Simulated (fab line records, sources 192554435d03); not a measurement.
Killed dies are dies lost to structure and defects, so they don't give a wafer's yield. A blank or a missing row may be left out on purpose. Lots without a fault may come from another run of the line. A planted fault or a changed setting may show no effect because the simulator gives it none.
One fault seen from 3 desks | flow n5_finfet | each desk has only its own numbers; what lay behind them comes last

THE DEFECT DESK
What the inspections along the route counted, lot by lot: means of the sampled wafers that have a number. A lot is out of limits, marked OUT, if its mean lies more than 4 standard deviations from the usual mean; the brackets give that distance.
Columns: A = raw_defect_count at N5_WELL_APT_INSPECT_38, usual 12
lot  | first seen here | A
L143 | day 1 22:59     | 9
L147 | day 2 23:20     | 8
L149 | day 3 10:54     | 15
L152 | day 4 04:57     | 10
L154 | day 4 17:01     | 9
L155 | day 4 23:05     | 17
L158 | day 5 17:15     | 17
L160 | day 6 05:50     | 13
L161 | day 6 11:20     | 10
L162 | day 6 17:46     | 15
This desk's finding: nothing out of limits on any of the 10 lots.

THE METROLOGY DESK
What the gauges read, lot by lot, whatever tool the lot ran on: means of the sampled wafers that have a number. A lot is out of limits, marked OUT, if its mean lies more than 4 standard deviations from the usual mean; the brackets give that distance. Of its 10 readings 7 are shown: those that lie furthest out on some lot.
Columns: A = DIBL_N at N5_BEOL_M4_RC_MEAS_101, usual 36.1 mV/V; B = DIBL_P at N5_BEOL_M4_RC_MEAS_101, usual 36.1 mV/V; C = IOFF_N at N5_BEOL_M4_RC_MEAS_101, usual 0.154 nA/um; D = IOFF_P at N5_BEOL_M4_RC_MEAS_101, usual 0.201 nA/um; E = ION_N at N5_BEOL_M4_RC_MEAS_101, usual 675 uA/um; F = SS_P at N5_BEOL_M4_RC_MEAS_101, usual 73.3 mV/dec; G = VT_P at N5_BEOL_M4_RC_MEAS_101, usual -251.3 mV
lot  | first seen here | A    | B    | C     | D     | E   | F    | G
L143 | day 8 02:04     | 33.8 | 33.7 | 0.130 | 0.169 | 665 | 72.9 | -254.7
L147 | day 9 01:45     | 35.3 | 34.9 | 0.135 | 0.204 | 664 | 73.0 | -248.9
L149 | day 9 20:53     | 35.6 | 34.1 | 0.148 | 0.192 | 675 | 72.8 | -253.8
L152 | day 10 18:28    | 36.3 | 35.5 | 0.135 | 0.184 | 666 | 73.2 | -253.3
L155 | day 11 16:36    | 33.3 | 32.9 | 0.124 | 0.167 | 671 | 73.1 | -254.2
L154 | day 11 19:35    | 36.6 | 35.3 | 0.155 | 0.209 | 675 | 73.0 | -249.8
L158 | day 11 22:54    | 36.6 | 38.8 | 0.163 | 0.212 | 669 | 73.8 | -251.7
L160 | day 12 20:43    | 35.8 | 36.3 | 0.135 | 0.178 | 665 | 73.2 | -254.8
L161 | day 13 01:31    | 35.4 | 35.1 | 0.146 | 0.189 | 674 | 72.8 | -251.5
L162 | day 13 05:14    | 37.8 | 37.5 | 0.182 | 0.215 | 688 | 74.2 | -252.7
This desk's finding: nothing out of limits on any of the 10 lots.

THE TOOL OWNER'S DESK: litho_track-05
The tool's own readings at N5_WELL_APT_PEB_06 (peb time 90 s): means of the sampled wafers that have a number, for each lot that ran on this tool. A lot is out of limits, marked OUT, if its mean lies more than 4 standard deviations from the usual mean; the brackets give that distance.
Columns: A = heater_power_total_W at N5_WELL_APT_PEB_06, usual 172.4 W
lot  | first seen here | A
L147 | day 2 19:37     | 172.4
L149 | day 3 07:34     | 172.4
L152 | day 4 01:34     | 172.8
L155 | day 4 19:55     | 173.3
L158 | day 5 13:41     | 179.2 (+8.0) OUT
L161 | day 6 07:56     | 179.5 (+8.3) OUT
L162 | day 6 13:45     | 180.5 (+9.5) OUT
This desk's finding: out of limits on L158, L161, L162; first on L158, day 5 13:41 (heater_power_total_W at N5_WELL_APT_PEB_06). In limits: L147, L149, L152, L155.

PUT TOGETHER
The tool owner's desk could have raised an alarm at day 5 13:41, on L158, L161, L162.
The defect desk saw nothing out of limits.
The metrology desk saw nothing out of limits.
The defect desk has L158, L161, L162 on record, within its limits.
The metrology desk has L158, L161, L162 on record, within its limits.
Of the lots named, all ran N5_WELL_APT_PEB_06 on litho_track-05.

WHAT THE SIMULATOR HAD PUT IN
Process parameter drift: litho_track-05, from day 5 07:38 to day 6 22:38, at N5_WELL_APT_PEB_06. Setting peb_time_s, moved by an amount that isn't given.
Lots struck among those shown: L158, L161, L162.
Hours from the fault's start to each desk's first reading out of limits: the tool owner's desk, 6.
